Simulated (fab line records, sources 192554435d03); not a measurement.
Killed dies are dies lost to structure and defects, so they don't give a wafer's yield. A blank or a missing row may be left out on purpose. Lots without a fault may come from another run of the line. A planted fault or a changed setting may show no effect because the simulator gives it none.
Chamber matching | flow n5_finfet | N5_BEOL_M1_ILD_DEP_00 on pecvd-02: 3 sister chambers
The step deposits SiOC from DEMS/O2, target thk 79 nm, time 15.3 s. 6 wafers are shown with their chamber, then 12 later ones without.

WAFERS WITH THEIR CHAMBER
wafer  | chamber | heater_power_w (W) | throttle_valve_pct (%)
L089.4 | 1       | 427                | 11.5
L092.3 | 0       | 452                | 11.5
L092.4 | 2       | 561                | 11.5
L091.2 | 2       | 588                | 11.6
L091.3 | 0       | 428                | 11.8
L091.6 | 1       | 475                | 11.3

WAFERS WITHOUT THEIR CHAMBER
wafer  | heater_power_w (W) | throttle_valve_pct (%)
L093.1 | 434                | 11.9
L093.3 | 592                | 11.6
L093.6 | 533                | 11.3
L094.1 | 375                | 11.8
L094.2 | 598                | 11.3
L094.3 | 466                | 11.5
L094.4 | 488                | 11.2
L094.5 | 597                | 11.5
L094.6 | 383                | 11.6
L095.1 | 515                | 11.3
L095.3 | 447                | 12.0
L095.4 | 451                | 11.4

WHICH CHAMBER EACH WENT THROUGH
wafer  | from the rows above          | in truth
L093.1 | can't be placed: 0 or 1      | 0
L093.3 | 2                            | 2
L093.6 | can't be placed: 2 or 1      | 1
L094.1 | can't be placed: 0 or 1      | 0
L094.2 | 2                            | 2
L094.3 | can't be placed: 1 or 0      | 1
L094.4 | can't be placed: 1 or 0      | 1
L094.5 | 2                            | 2
L094.6 | can't be placed: 0 or 1      | 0
L095.1 | can't be placed: 1 or 2 or 0 | 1
L095.3 | can't be placed: 0 or 1      | 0
L095.4 | can't be placed: 1 or 0      | 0
Placed correctly: 3 of 12. Can't be placed from these rows: 9 (the true chamber is among the candidates in 9). Placed wrongly: 0.
How it was worked out, from the rows above alone: a wafer's distance from a chamber is the root of the sum, over the readings, of the square of ((its reading less the chamber's mean) divided by the reading's scatter). The wafer belongs to the nearest chamber; if the next one is less than 2 further off, it can't be placed. A chamber's mean is the mean of its shown wafers. The scatter: the root of (the sum of the squares of (reading less its chamber's mean) over the shown wafers, divided by (wafers less chambers)).
